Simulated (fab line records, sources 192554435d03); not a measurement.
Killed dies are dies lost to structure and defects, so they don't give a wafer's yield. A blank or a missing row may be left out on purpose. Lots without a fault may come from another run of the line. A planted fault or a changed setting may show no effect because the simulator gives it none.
Split-lot experiment | flow n5_finfet | 7 lots, 21 wafers read, on a route of 1938 steps

THE SPLIT
At N5_BEOL_M2_TRENCH_ETCH_37 (etches SiOC in C4F6/O2, target depth 55.555 nm, time 29.2 s), the setting bias_w was moved away from the recipe's 185 W on 4 of the 21 wafers read, by -14.3% to +17.7%. The other wafers ran this setting at the recipe's value.

The reading is taken at the split's own step.

THE READING
rf_vpp_V, in V, at N5_BEOL_M2_TRENCH_ETCH_37 (etches SiOC in C4F6/O2, target depth 55.555 nm, time 29.2 s). Fault-free wafers of this fab line usually give 663 V, standard deviation 7.2 V.

wafer  | tool, chamber at the split | bias_w as run, W | against the recipe | rf_vpp_V, V | against lot-mates on the recipe
L079.2 | rie_diel-04, 2             | 185              | recipe             | 666         | -
L079.4 | rie_diel-04, 2             | 185              | recipe             | 666         | -
L079.5 | rie_diel-04, 0             | 185              | recipe             | 671         | -
L082.2 | rie_diel-03, 0             | 217.8            | +17.7%             | 762         | +87
L082.4 | rie_diel-03, 3             | 217.8            | +17.7%             | 755         | +80
L082.5 | rie_diel-03, 2             | 185              | recipe             | 675         | -
L084.1 | rie_diel-04, 0             | 185              | recipe             | 669         | -
L084.4 | rie_diel-04, 1             | 185              | recipe             | 667         | -
L084.6 | rie_diel-04, 0             | 185              | recipe             | 669         | -
L080.1 | rie_diel-01, 2             | 185              | recipe             | 656         | -
L080.2 | rie_diel-01, 1             | 185              | recipe             | 658         | -
L080.6 | rie_diel-01, 2             | 185              | recipe             | 655         | -
L092.1 | rie_diel-03, 1             | 185              | recipe             | 659         | -
L092.2 | rie_diel-03, 2             | 211              | +14.1%             | 748         | +86
L092.5 | rie_diel-03, 3             | 185              | recipe             | 664         | -
L091.1 | rie_diel-01, 3             | 185              | recipe             | 672         | -
L091.3 | rie_diel-01, 2             | 185              | recipe             | 655         | -
L091.4 | rie_diel-01, 1             | 185              | recipe             | 657         | -
L097.2 | rie_diel-01, 1             | 185              | recipe             | 657         | -
L097.5 | rie_diel-01, 0             | 185              | recipe             | 653         | -
L097.6 | rie_diel-01, 3             | 158.5            | -14.3%             | 595         | -60

THE FIT
A straight line over all 21 wafers: rf_vpp_V changes by +5.36 V for each +1% of bias_w; r = +0.98; the points scatter about the line by 7.1 V.
The same after taking each lot's own level away (the mean of its wafers on the recipe; 21 wafers): +4.85 V for each +1%; r = +0.99; scatter 5.9 V.
On that fit, the largest move of bias_w shifts the reading by 86 V.
The lots' own levels span 655.0 to 675.0 V, that is 2.8 times the standard deviation above.
So the lot-to-lot level changes the slope: the two fits differ.
Check: with one of the wafers moved furthest among these (+17.7%) left out of the fit, the line predicts +87 V for it against its lot-mates. It came out at +87 V against them.
Tool readings at the split's step, against how far the setting was moved: rf_vpp_V r = +0.98.

OTHER SPLITS ON THESE WAFERS
These wafers also went through other splits before the reading. Each is held against what the fit with the lots' levels taken away leaves over:
other split on the same wafers | wafers away from the commonest value | r with rf_vpp_V (lot level and that fit taken away)
N5_BEOL_M2_EXPOSE_08 dose_mj   | 8                                    | -0.12

THE WHOLE CHAIN: every reading that the file lists as answering this split, in the file's order
step                      | what it does                                                  | reading                                                                      | change (the file's fit)               | r (the file's)
N5_BEOL_M2_TRENCH_ETCH_37 | etches SiOC in C4F6/O2, target depth 55.555 nm, time 29.2 s   | rf_vpp_V                                                                     | +4.97 V for each +1% of the setting   | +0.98
N5_BEOL_M2_TRENCH_ETCH_37 | etches SiOC in C4F6/O2, target depth 55.555 nm, time 29.2 s   | BEOL_M2.feature_depth_nm (the simulator's own value, which no gauge read)    | +0.246 nm for each +1% of the setting | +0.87
N5_BEOL_M2_TRENCH_ETCH_37 | etches SiOC in C4F6/O2, target depth 55.555 nm, time 29.2 s   | etch.depth_nm (the simulator's own value, which no gauge read)               | +0.247 nm for each +1% of the setting | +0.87
N5_BEOL_M2_CMP_52         | polishes, stops on SiOC, t overpolish 6.8 s, target thk 40 nm | Cu_of_BEOL_M2_ECD_50.thk_nm (the simulator's own value, which no gauge read) | +0.263 nm for each +1% of the setting | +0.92

THE FILE'S OWN FIT
rf_vpp_V changes by +4.97 V for each +1% of bias_w, r = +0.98.
